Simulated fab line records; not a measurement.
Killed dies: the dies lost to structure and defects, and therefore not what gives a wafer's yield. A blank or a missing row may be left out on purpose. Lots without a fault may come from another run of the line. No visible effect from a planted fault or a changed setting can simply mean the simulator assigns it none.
Which of the tools did it? ; flow nand harc ; 21 wafers sampled from 7 lots at 1 step of a route of 1302

## WHAT EACH GAUGE READ, for each wafer
NHARC_P_GATE_CD_MEAS_46: target cd 720 nm.
lot;measured;on;cd nm (nm)
L261;day 5 22:04;cd sem-01;718.4 720.7 720.0
L265;day 7 11:49;cd sem-03;722.8 725.0 720.1
L268;day 9 03:36;cd sem-02;721.2 720.1 721.5
L271;day 10 07:32;cd sem-02;720.7 721.9 718.5
L273;day 11 19:42;cd sem-02;722.9 722.1 719.5
L276;day 12 04:49;cd sem-03;721.8 723.7 717.9
L282;day 14 22:50;cd sem-01;723.9 717.0 717.6

## EACH LOT AND THE TOOL THAT RAN IT (in order: tool; ch and the chambers of the sampled wafers; start)
The record shows no process step preceding these readings.

## THE ANSWER, worked out from the rows above alone
Rule: what is usual is taken from the lots themselves. The widest of any qualifying gaps counts: lots, ordered by their means at a reading, are off when they make up no more than a third of the lots, leave a main group of 4 or more, and stand apart from it by 3 or more times the standard deviation of that group's means. The tables above print the reading to a certain number of digits; a main group whose means all agree to those digits is not used. Also off: a lot with no number at a reading for which 4 or more lots have one. Any other lot the step has rows for is counted as sound.
Nothing can be told from this: no lot is off at any reading shown.

## WHAT THE SIMULATOR PUT IN
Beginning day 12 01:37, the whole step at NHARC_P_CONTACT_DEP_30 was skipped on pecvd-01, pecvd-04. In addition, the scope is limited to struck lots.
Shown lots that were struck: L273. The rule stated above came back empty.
